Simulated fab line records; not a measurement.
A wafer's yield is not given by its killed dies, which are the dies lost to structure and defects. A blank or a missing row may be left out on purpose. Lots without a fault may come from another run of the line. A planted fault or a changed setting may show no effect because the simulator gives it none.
Split-lot trial ; flow n5 finfet ; on a route of 1938 steps: 7 lots, 39 wafers read

## ABOUT THE SPLIT
At N5_BEOL_M13_TRENCH_ETCH_34 (etches SiOC in C4F8/O2/Ar, target depth 413.47 nm, time 162.6 s), the setting target depth a was moved away from the recipe's 4134.7 angstrom on 15 of the 39 wafers read, by -54.8% to +58.9%. The other wafers ran this setting at the recipe's value.

## FROM THE SPLIT TO THE READING: what the file shows between them, 10 steps
- N5_BEOL_M13_STRIP_70: strips in C4F8/O2/Ar
- N5_BEOL_M13_OCD_MEAS_35
- N5_BEOL_M13_STRIP_37: strips in N2/H2
- N5_BEOL_M13_ETCH_38: etches SiCN in CF4/N2, target depth 67.5 nm, time 71.9 s
- N5_BEOL_M13_ECD_47: material Cu, target thk 936 nm
- N5_BEOL_M13_ANNEAL_48: time 90 s
- N5_BEOL_M13_CMP_49: polishes, stops on SiOC, t overpolish 17.1 s, target thk 420 nm
- N5_BEOL_M13_THK_MEAS_50: measures by xrf
- N5_BEOL_M13_PRE_CLEAN_52: time 15 s
- N5_BEOL_M13_DEP_53: deposits SiCN from 3MS/NH3, target thk 50 nm, time 17.8 s

## THE READING
At N5_BEOL_M13_RS_MEAS_54, a four-point-probe measurement gives M13_RS in ohm/sq. Fault-free wafers of this fab line usually give 0.0449 ohm/sq, standard deviation 0.0007 ohm/sq.

wafer;tool, chamber at the split;target depth a as run, angstrom;against the recipe;M13_RS, ohm/sq;against lot-mates on the recipe
L076.1;rie diel-05, 3;4134.7;recipe;0.0453;-
L076.2;rie diel-05, 2;4134.7;recipe;0.0444;-
L076.3;rie diel-05, 1;5529;+33.7%;0.0335;-0.0113
L076.4;rie diel-05, 0;5529;+33.7%;0.0341;-0.0107
L076.5;rie diel-05, 2;4134.7;recipe;0.0448;-
L076.6;rie diel-05, 3;5529;+33.7%;0.0340;-0.0108
L080.1;rie diel-06, 3;4134.7;recipe;0.0430;-
L080.2;rie diel-06, 1;4134.7;recipe;0.0443;-
L080.3;rie diel-06, 0;4134.7;recipe;0.0444;-
L080.4;rie diel-06, 2;2341;-43.4%;0.0792;+0.0353
L080.5;rie diel-06, 3;2341;-43.4%;0.0776;+0.0337
L080.6;rie diel-06, 2;2341;-43.4%;0.0785;+0.0346
L081.1;rie diel-05, 2;2412;-41.7%;0.0777;+0.0328
L081.2;rie diel-05, 0;2412;-41.7%;0.0815;+0.0366
L081.3;rie diel-05, 3;2412;-41.7%;0.0789;+0.0340
L081.4;rie diel-05, 1;4134.7;recipe;0.0448;-
L081.5;rie diel-05, 2;4134.7;recipe;0.0448;-
L081.6;rie diel-05, 1;4134.7;recipe;0.0450;-
L085.1;rie diel-06, 0;1869;-54.8%;0.1025;+0.0580
L085.2;rie diel-06, 1;1869;-54.8%;0.1010;+0.0565
L085.3;rie diel-06, 2;4134.7;recipe;0.0448;-
L085.4;rie diel-06, 3;4134.7;recipe;0.0443;-
L085.5;rie diel-06, 2;1869;-54.8%;0.1004;+0.0559
L085.6;rie diel-06, 3;4134.7;recipe;0.0444;-
L086.1;rie diel-03, 2;4134.7;recipe;0.0459;-
L086.2;rie diel-03, 0,1;4134.7;recipe;0.0450;-
L086.3;rie diel-03, 3;4134.7;recipe;0.0455;-
L086.4;rie diel-03, 1;4134.7;recipe;0.0450;-
L086.5;rie diel-03, 0,1;4134.7;recipe;0.0450;-
L086.6;rie diel-03, 0;4134.7;recipe;0.0453;-
L094.1;rie diel-06, 1;4134.7;recipe;0.0449;-
L094.2;rie diel-06, 3;4134.7;recipe;0.0439;-
L094.5;rie diel-06, 2;4134.7;recipe;0.0446;-
L096.1;rie diel-03, 3;4134.7;recipe;0.0453;-
L096.2;rie diel-03, 1;6569;+58.9%;0.0280;-0.0171
L096.3;rie diel-03, 0;4134.7;recipe;0.0449;-
L096.4;rie diel-03, 3;6569;+58.9%;0.0284;-0.0167
L096.5;rie diel-03, 1;4134.7;recipe;0.0451;-
L096.6;rie diel-03, 0;6569;+58.9%;0.0280;-0.0171
If several chambers appear in one row, that row covers several wafers at once and the file leaves open which wafer was in which chamber.

THE FIT
A straight line over all 39 wafers: M13_RS changes by -0.000633 ohm/sq for each +1% of target depth a; r = -0.92; the points scatter about the line by 0.0079 ohm/sq.
The same after taking each lot's own level away (the mean of its wafers on the recipe; 39 wafers): -0.000639 ohm/sq for each +1%; r = -0.92; scatter 0.0079 ohm/sq.
The reading moves by 0.038 ohm/sq for the largest change in target depth a, on that fit.
Measured against the standard deviation above, the lots' own levels, which go from 0.04390 to 0.04528 ohm/sq, span 2.0 times it.
Hence the lot-to-lot level has little effect on the slope; both slopes agree.
Check: -0.035 ohm/sq against its lot-mates is what the line predicts for one of the wafers moved furthest among these (+58.9%) when that wafer is left out of the fit. Against them it came out at -0.0171 ohm/sq.

## THE OTHER SPLITS THESE WAFERS WENT THROUGH
Other splits were also applied to these wafers ahead of the reading. Each is held against what the fit with the lots' levels taken away leaves over:
other split on the same wafers;wafers away from the commonest value;r with M13_RS (lot level and that fit taken away)
N5_BEOL_M3_CVD_47 target thk a;12;-0.07
N5_BEOL_M4_DEP_57 target thk a;18;-0.16
N5_BEOL_M7_ILD_DEP_00 target thk a;12;-0.32
N5_BEOL_M11_ETCH_66 time s;9;-0.10

## THE WHOLE CHAIN: every reading that the file lists as answering this split, in the file's order
step;what it does;reading;change (the file's fit);r (the file's)
N5_BEOL_M13_TRENCH_ETCH_34;etches SiOC in C4F8/O2/Ar, target depth 413.47 nm, time 162.6 s;etch.depth nm (the simulator's own value, which no gauge read);+4.16 nm for each +1% of the setting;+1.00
N5_BEOL_M13_OCD_MEAS_35;;trench depth nm;+4.16 nm for each +1% of the setting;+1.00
N5_BEOL_M13_CMP_49;polishes, stops on SiOC, t overpolish 17.1 s, target thk 420 nm;Cu_of_BEOL_M13_ECD_47.thk nm (the simulator's own value, which no gauge read);+4.17 nm for each +1% of the setting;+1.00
N5_BEOL_M13_THK_MEAS_50;measures by xrf;M13_THK;+4.28 for each +1% of the setting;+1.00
N5_BEOL_M13_RS_MEAS_54;measures by four-point-probe;M13_RS;-0.000661 for each +1% of the setting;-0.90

## FILE'S OWN FIT
M13_RS changes by -0.000661 ohm/sq for each +1% of target depth a, r = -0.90.
